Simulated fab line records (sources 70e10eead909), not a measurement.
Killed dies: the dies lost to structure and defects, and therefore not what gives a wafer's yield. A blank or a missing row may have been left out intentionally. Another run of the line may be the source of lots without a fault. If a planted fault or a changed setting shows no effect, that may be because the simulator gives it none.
Chamber matching	flow nand_harc	NHARC_A_CHANNEL_HOLE_D2_ETCH_44 on rie_diel-06 has 4 sister chambers
The step etches the open film in CF4/O2, target depth 140 nm, overetch 14 nm, time 77 s. 20 wafers are shown with their chamber, then 10 later ones without.

WAFERS PAIRED WITH THEIR CHAMBERS
wafer	chamber	drypump_motor_current_A (A)	rf_vpp_V (V)	oes_product_au (a.u.)
L077.3	2	5.1	195.4	1.006
L077.4	1	5.7	199.5	0.995
L077.5	3	6.0	198.5	0.997
L078.2	0	5.5	197.5	1.006
L078.3	2	5.1	196.4	1.004
L078.6	0	5.5	197.0	0.999
L079.1	3	6.0	198.0	0.999
L079.2	0	5.6	197.8	1.001
L079.6	2	5.1	197.0	0.994
L081.1	0	5.5	196.4	1.000
L081.4	2	5.1	195.1	1.003
L081.6	3	6.0	198.1	0.991
L082.2	2	5.1	196.2	0.998
L082.5	1	5.8	199.3	0.999
L082.6	0	5.6	196.7	0.999
L083.2	1	5.8	200.2	0.990
L083.4	0	5.5	196.2	0.997
L083.6	1	5.7	200.0	0.994
L086.2	0	5.5	197.1	1.001
L086.3	3	6.0	197.4	1.001

SIGNATURES (averages over the wafers above)
reading	chamber 0	chamber 1	chamber 2	chamber 3	scatter within a chamber
drypump_motor_current_A	5.529	5.750	5.100	6.000	0.039
rf_vpp_V	196.957	199.750	196.020	198.000	0.586
oes_product_au	1.00043	0.99450	1.00100	0.99700	0.00388
Rule: for a wafer and a chamber, the distance is found by dividing, reading by reading, the gap between the wafer's reading and the chamber's mean by the reading's scatter, squaring, summing and taking the root. If the next closest chamber is less than 2 further off than the closest, the wafer can't be placed; otherwise it belongs to the closest. The scatter: take each reading less its chamber's mean, square it, sum over the shown wafers, divide by the number of wafers less the number of chambers, and take the root.

WAFERS MISSING THEIR CHAMBER
wafer	drypump_motor_current_A (A)	rf_vpp_V (V)	oes_product_au (a.u.)
L086.4	5.1	197.4	1.010
L087.2	6.0	198.9	0.997
L087.3	5.5	196.0	1.007
L087.4	5.1	196.0	1.015
L090.1	5.7	199.5	0.996
L090.4	5.1	195.9	1.016
L090.6	5.5	196.1	1.005
L091.2	5.1	195.4	0.994
L091.3	5.7	199.9	0.994
L091.5	6.0	197.8	0.992

THE CHAMBER EACH PASSED THROUGH
wafer	from the rows above	in truth
L086.4	2	2
L087.2	3	3
L087.3	0	0
L087.4	2	2
L090.1	1	1
L090.4	2	2
L090.6	0	0
L091.2	2	2
L091.3	1	1
L091.5	3	3
10 of 10 placed correctly. Left unplaced by these rows: 0. 0 placed wrongly.
